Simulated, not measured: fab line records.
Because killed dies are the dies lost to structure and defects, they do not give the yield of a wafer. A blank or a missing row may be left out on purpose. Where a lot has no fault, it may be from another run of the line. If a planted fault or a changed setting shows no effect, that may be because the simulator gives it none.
Split-lot trial :: flow n5-finfet :: 39 wafers read across 7 lots, on a route 1938 steps long

== SPLIT DETAILS ==
At N5_DUMMY_GATE_ETCH_37 (etches SOC in N2/H2, target depth 60 nm, overetch 30 nm), the setting source-w was moved away from the recipe's 840 W on 9 of the 39 wafers read, by -6.4% to +6.2%. For the rest of the wafers, this setting stayed at what the recipe calls for.

The split's own step is where the reading is taken.

== THE READING ==
rf-vpp-V, in V, at N5_DUMMY_GATE_ETCH_37 (etches SOC in N2/H2, target depth 60 nm, overetch 30 nm). Fault-free wafers of this fab line usually give 523.5 V, standard deviation 2.2 V.

wafer: L074.2
tool, chamber at the split: rie-diel-02, 1
source-w as run, W: 840
against the recipe: recipe
rf-vpp-V, V: 519.2
against lot-mates on the recipe: -

wafer: L074.4
tool, chamber at the split: rie-diel-02, 3
source-w as run, W: 840
against the recipe: recipe
rf-vpp-V, V: 524.1
against lot-mates on the recipe: -

wafer: L074.5
tool, chamber at the split: rie-diel-02, 1
source-w as run, W: 840
against the recipe: recipe
rf-vpp-V, V: 519.4
against lot-mates on the recipe: -

wafer: L077.1
tool, chamber at the split: rie-diel-04, 1
source-w as run, W: 840
against the recipe: recipe
rf-vpp-V, V: 521.8
against lot-mates on the recipe: -

wafer: L077.2
tool, chamber at the split: rie-diel-04, 3
source-w as run, W: 840
against the recipe: recipe
rf-vpp-V, V: 520.3
against lot-mates on the recipe: -

wafer: L077.3
tool, chamber at the split: rie-diel-04, 0
source-w as run, W: 787.7
against the recipe: -6.2%
rf-vpp-V, V: 537.2
against lot-mates on the recipe: +16.0

wafer: L077.4
tool, chamber at the split: rie-diel-04, 2
source-w as run, W: 787.7
against the recipe: -6.2%
rf-vpp-V, V: 538.1
against lot-mates on the recipe: +16.9

wafer: L077.5
tool, chamber at the split: rie-diel-04, 1
source-w as run, W: 840
against the recipe: recipe
rf-vpp-V, V: 521.4
against lot-mates on the recipe: -

wafer: L077.6
tool, chamber at the split: rie-diel-04, 0
source-w as run, W: 787.7
against the recipe: -6.2%
rf-vpp-V, V: 535.2
against lot-mates on the recipe: +14.0

wafer: L084.1
tool, chamber at the split: rie-diel-05, 2
source-w as run, W: 840
against the recipe: recipe
rf-vpp-V, V: 523.1
against lot-mates on the recipe: -

wafer: L084.2
tool, chamber at the split: rie-diel-05, 0
source-w as run, W: 840
against the recipe: recipe
rf-vpp-V, V: 523.6
against lot-mates on the recipe: -

wafer: L084.3
tool, chamber at the split: rie-diel-05, 3
source-w as run, W: 840
against the recipe: recipe
rf-vpp-V, V: 522.8
against lot-mates on the recipe: -

wafer: L084.4
tool, chamber at the split: rie-diel-05, 1
source-w as run, W: 840
against the recipe: recipe
rf-vpp-V, V: 523.4
against lot-mates on the recipe: -

wafer: L084.5
tool, chamber at the split: rie-diel-05, 1
source-w as run, W: 840
against the recipe: recipe
rf-vpp-V, V: 522.3
against lot-mates on the recipe: -

wafer: L084.6
tool, chamber at the split: rie-diel-05, 2
source-w as run, W: 840
against the recipe: recipe
rf-vpp-V, V: 523.3
against lot-mates on the recipe: -

wafer: L086.1
tool, chamber at the split: rie-diel-04, 0
source-w as run, W: 840
against the recipe: recipe
rf-vpp-V, V: 523.0
against lot-mates on the recipe: -

wafer: L086.2
tool, chamber at the split: rie-diel-04, 1
source-w as run, W: 786.6
against the recipe: -6.4%
rf-vpp-V, V: 532.9
against lot-mates on the recipe: +11.9

wafer: L086.3
tool, chamber at the split: rie-diel-04, 2
source-w as run, W: 786.6
against the recipe: -6.4%
rf-vpp-V, V: 538.1
against lot-mates on the recipe: +17.1

wafer: L086.4
tool, chamber at the split: rie-diel-04, 3
source-w as run, W: 840
against the recipe: recipe
rf-vpp-V, V: 519.4
against lot-mates on the recipe: -

wafer: L086.5
tool, chamber at the split: rie-diel-04, 3
source-w as run, W: 840
against the recipe: recipe
rf-vpp-V, V: 520.7
against lot-mates on the recipe: -

wafer: L086.6
tool, chamber at the split: rie-diel-04, 2
source-w as run, W: 786.6
against the recipe: -6.4%
rf-vpp-V, V: 536.5
against lot-mates on the recipe: +15.5

wafer: L089.1
tool, chamber at the split: rie-diel-04, 0
source-w as run, W: 840
against the recipe: recipe
rf-vpp-V, V: 522.6
against lot-mates on the recipe: -

wafer: L089.2
tool, chamber at the split: rie-diel-04, 2
source-w as run, W: 840
against the recipe: recipe
rf-vpp-V, V: 527.0
against lot-mates on the recipe: -

wafer: L089.3
tool, chamber at the split: rie-diel-04, 1
source-w as run, W: 840
against the recipe: recipe
rf-vpp-V, V: 521.6
against lot-mates on the recipe: -

wafer: L089.4
tool, chamber at the split: rie-diel-04, 3
source-w as run, W: 840
against the recipe: recipe
rf-vpp-V, V: 520.0
against lot-mates on the recipe: -

wafer: L089.5
tool, chamber at the split: rie-diel-04, 0
source-w as run, W: 840
against the recipe: recipe
rf-vpp-V, V: 523.4
against lot-mates on the recipe: -

wafer: L089.6
tool, chamber at the split: rie-diel-04, 3
source-w as run, W: 840
against the recipe: recipe
rf-vpp-V, V: 520.9
against lot-mates on the recipe: -

wafer: L092.1
tool, chamber at the split: rie-diel-02, 3
source-w as run, W: 840
against the recipe: recipe
rf-vpp-V, V: 523.4
against lot-mates on the recipe: -

wafer: L092.2
tool, chamber at the split: rie-diel-02, 0
source-w as run, W: 892.1
against the recipe: +6.2%
rf-vpp-V, V: 513.2
against lot-mates on the recipe: -10.5

wafer: L092.3
tool, chamber at the split: rie-diel-02, 2
source-w as run, W: 840
against the recipe: recipe
rf-vpp-V, V: 524.6
against lot-mates on the recipe: -

wafer: L092.4
tool, chamber at the split: rie-diel-02, 2
source-w as run, W: 892.1
against the recipe: +6.2%
rf-vpp-V, V: 514.2
against lot-mates on the recipe: -9.5

wafer: L092.5
tool, chamber at the split: rie-diel-02, 3
source-w as run, W: 892.1
against the recipe: +6.2%
rf-vpp-V, V: 513.8
against lot-mates on the recipe: -9.9

wafer: L092.6
tool, chamber at the split: rie-diel-02, 0
source-w as run, W: 840
against the recipe: recipe
rf-vpp-V, V: 523.0
against lot-mates on the recipe: -

wafer: L097.1
tool, chamber at the split: rie-diel-02, 1
source-w as run, W: 840
against the recipe: recipe
rf-vpp-V, V: 529.7
against lot-mates on the recipe: -

wafer: L097.2
tool, chamber at the split: rie-diel-02, 0
source-w as run, W: 840
against the recipe: recipe
rf-vpp-V, V: 523.7
against lot-mates on the recipe: -

wafer: L097.3
tool, chamber at the split: rie-diel-02, 2
source-w as run, W: 840
against the recipe: recipe
rf-vpp-V, V: 523.6
against lot-mates on the recipe: -

wafer: L097.4
tool, chamber at the split: rie-diel-02, 3
source-w as run, W: 840
against the recipe: recipe
rf-vpp-V, V: 522.9
against lot-mates on the recipe: -

wafer: L097.5
tool, chamber at the split: rie-diel-02, 2
source-w as run, W: 840
against the recipe: recipe
rf-vpp-V, V: 524.3
against lot-mates on the recipe: -

wafer: L097.6
tool, chamber at the split: rie-diel-02, 3
source-w as run, W: 840
against the recipe: recipe
rf-vpp-V, V: 523.0
against lot-mates on the recipe: -

THE FIT
A straight line over all 39 wafers: rf-vpp-V changes by -1.9 V for each +1% of source-w; r = -0.93; the points scatter about the line by 2.3 V.
The same after taking each lot's own level away (the mean of its wafers on the recipe; 39 wafers): -2.12 V for each +1%; r = -0.95; scatter 2 V.
On that fit, the largest move of source-w shifts the reading by 13 V.
The span of the lots' own levels, 520.90 to 524.53 V, comes to 1.7 times the standard deviation stated above.
Hence the slope depends on the lot-to-lot level, as the two fits are not the same.
Check: for one of the wafers moved furthest among these (-6.4%), held out of the fit, the line's prediction against its lot-mates is +14.3 V. It came out at +11.9 V against them.
Tool readings at the split's step, against how far the setting was moved: rf-vpp-V r = -0.93.

== THE OTHER SPLITS THESE WAFERS WENT THROUGH ==
Note: prior to the reading, these wafers also went through further splits. Each is held against what the fit with the lots' levels taken away leaves over:
other split on the same wafers: N5_WELL_APT_EXPOSE_22 dose-mj
wafers away from the commonest value: 6
r with rf-vpp-V (lot level and that fit taken away): +0.01

== FILE'S OWN FIT ==
rf-vpp-V changes by -2.15 V for each +1% of source-w, r = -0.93.
